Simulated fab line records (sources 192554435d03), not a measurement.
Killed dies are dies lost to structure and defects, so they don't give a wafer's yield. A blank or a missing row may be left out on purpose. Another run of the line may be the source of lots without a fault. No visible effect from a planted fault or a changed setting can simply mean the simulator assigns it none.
Matching of chambers + flow n5Finfet + N5_BEOL_M5_STRIP_36 on rieDiel-01: 4 sister chambers
The step strips in N2/H2. 4 wafers are shown with their chamber, then 11 later ones without.

WAFERS PAIRED WITH THEIR CHAMBERS
| wafer  | chamber | drypumpMotorCurrentA (A) |
|--------|---------|--------------------------|
| L084.6 | 0       | 5.2                      |
| L090.3 | 3       | 6.2                      |
| L090.4 | 1       | 5.8                      |
| L091.1 | 2       | 6.1                      |

WAFERS WITH NO CHAMBER GIVEN
| wafer  | drypumpMotorCurrentA (A) |
|--------|--------------------------|
| L091.3 | 5.1                      |
| L091.4 | 6.1                      |
| L093.1 | 5.9                      |
| L093.2 | 5.2                      |
| L093.3 | 6.2                      |
| L095.2 | 5.8                      |
| L095.4 | 6.2                      |
| L095.5 | 5.8                      |
| L097.4 | 6.1                      |
| L097.5 | 6.2                      |
| L097.6 | 6.1                      |

THE CHAMBER EACH PASSED THROUGH
| wafer  | from the rows above | in truth |
|--------|---------------------|----------|
| L091.3 | 0                   | 0        |
| L091.4 | 2                   | 2        |
| L093.1 | 1                   | 1        |
| L093.2 | 0                   | 0        |
| L093.3 | 3                   | 3        |
| L095.2 | 1                   | 1        |
| L095.4 | 3                   | 3        |
| L095.5 | 1                   | 1        |
| L097.4 | 2                   | 2        |
| L097.5 | 3                   | 3        |
| L097.6 | 2                   | 2        |
Correct placement for 11 of the 11. Not placeable from these rows: 0. Number placed wrongly: 0.
How it was worked out, from the rows above alone: a wafer's distance from a chamber is the root of the sum, over the readings, of the square of ((its reading less the chamber's mean) divided by the reading's scatter). If the next closest chamber is less than 2 further off than the closest, the wafer can't be placed; otherwise it belongs to the closest. Each chamber's mean is taken over the wafers shown for it. The scatter (one wafer shown for each chamber): square how far every hidden wafer sits from the nearest shown wafer, average those squares and take the square root.
